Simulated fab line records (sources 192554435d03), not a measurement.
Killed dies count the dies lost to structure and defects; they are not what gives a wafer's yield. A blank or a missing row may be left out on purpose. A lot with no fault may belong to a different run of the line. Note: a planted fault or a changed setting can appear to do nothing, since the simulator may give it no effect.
Chamber matching -- flow n5Finfet -- N5_BEOL_M10_CURE_71 on uvCure-03 has 3 sister chambers
The step cures SiCOH lowk, time 240 s. 22 wafers are shown with their chamber, then 11 later ones without.

WAFERS, EACH WITH ITS CHAMBER
wafer,chamber,wafer_temp_C_max,lampPowerPct (%)
L077.3,1,387.2,52.40
L077.5,1,387.8,52.27
L077.6,1,386.9,52.26
L078.1,2,386.7,52.29
L078.4,2,386.6,52.25
L078.5,2,386.5,52.36
L079.1,0,386.0,52.35
L079.3,0,386.0,52.32
L079.5,0,386.8,52.32
L081.1,1,386.6,52.35
L081.2,1,386.7,52.31
L081.3,1,387.5,52.35
L082.1,0,386.8,52.35
L082.3,0,386.1,52.36
L082.5,0,386.2,52.29
L083.2,1,387.8,52.34
L083.5,1,387.4,52.37
L083.6,1,387.1,52.25
L087.1,1,387.3,52.37
L087.4,1,386.9,52.32
L087.5,1,388.6,52.40
L089.1,0,386.2,52.45

SIGNATURES (averages over the wafers above)
reading,chamber 0,chamber 1,chamber 2,scatter within a chamber
wafer_temp_C_max,386.300,387.317,386.600,0.471
lampPowerPct,52.3486,52.3325,52.3000,0.0518
Rule: for each reading, subtract the chamber's mean from the wafer's reading, divide by that reading's scatter and square the result; add these up over the readings and take the root, which gives the wafer's distance from the chamber. If the next closest chamber is less than 2 further off than the closest, the wafer can't be placed; otherwise it belongs to the closest. The scatter is the square root of a quotient: the sum, over the shown wafers, of each reading's squared deviation from its chamber's mean, divided by wafers minus chambers.

WAFERS WHOSE CHAMBER IS MISSING
wafer,wafer_temp_C_max,lampPowerPct (%)
L089.2,386.6,52.42
L089.4,386.4,52.33
L092.4,386.3,52.31
L092.5,386.1,52.30
L092.6,386.4,52.24
L096.1,386.3,52.37
L096.3,386.7,52.26
L096.4,387.2,52.27
L091.3,386.2,52.33
L091.4,386.6,52.30
L091.6,386.9,52.28

WHICH CHAMBER EACH ONE RAN IN
wafer,from the rows above,in truth
L089.2,can't be placed: 0 or 1 or 2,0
L089.4,can't be placed: 0 or 2 or 1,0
L092.4,can't be placed: 2 or 0 or 1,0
L092.5,can't be placed: 0 or 2 or 1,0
L092.6,can't be placed: 2 or 0 or 1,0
L096.1,can't be placed: 0 or 2 or 1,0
L096.3,can't be placed: 2 or 0 or 1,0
L096.4,can't be placed: 1 or 2 or 0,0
L091.3,can't be placed: 0 or 2 or 1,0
L091.4,can't be placed: 2 or 0 or 1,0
L091.6,can't be placed: 2 or 1 or 0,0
0 of 11 placed correctly. From these rows, 11 cannot be placed; in 11 the true chamber is one of the candidates. Wrongly placed: 0.
